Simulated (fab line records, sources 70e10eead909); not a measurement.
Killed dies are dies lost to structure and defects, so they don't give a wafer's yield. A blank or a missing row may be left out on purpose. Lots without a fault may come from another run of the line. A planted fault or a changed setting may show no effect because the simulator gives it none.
Chamber matching | flow nand_harc | NHARC_P_GATE_DEP_103 on pecvd-01: 3 sister chambers
The step deposits SiON, target thk 30 nm. 3 wafers are shown with their chamber, then 10 later ones without.

WAFERS WITH THEIR CHAMBER
wafer  | chamber | heater_power_w (W)
L982.3 | 1       | 712
L988.1 | 2       | 805
L988.2 | 0       | 720

WAFERS WITHOUT THEIR CHAMBER
wafer  | heater_power_w (W)
L988.4 | 719
L990.1 | 734
L990.4 | 732
L990.6 | 757
L991.2 | 694
L991.3 | 684
L991.6 | 710
L992.3 | 698
L992.4 | 707
L992.6 | 754

WHICH CHAMBER EACH WENT THROUGH
wafer  | from the rows above          | in truth
L988.4 | can't be placed: 0 or 1      | 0
L990.1 | can't be placed: 0 or 1      | 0
L990.4 | can't be placed: 0 or 1      | 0
L990.6 | can't be placed: 0 or 1 or 2 | 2
L991.2 | can't be placed: 1 or 0      | 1
L991.3 | can't be placed: 1 or 0      | 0
L991.6 | can't be placed: 1 or 0      | 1
L992.3 | can't be placed: 1 or 0      | 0
L992.4 | can't be placed: 1 or 0      | 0
L992.6 | can't be placed: 0 or 1 or 2 | 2
Placed correctly: 0 of 10. Can't be placed from these rows: 10 (the true chamber is among the candidates in 10). Placed wrongly: 0.
How it was worked out, from the rows above alone: a wafer's distance from a chamber is the root of the sum, over the readings, of the square of ((its reading less the chamber's mean) divided by the reading's scatter). The wafer belongs to the nearest chamber; if the next one is less than 2 further off, it can't be placed. A chamber's mean is the mean of its shown wafers. The scatter: with one shown wafer a chamber, the root of the mean of the squares of how far each hidden wafer lies from its nearest shown one.
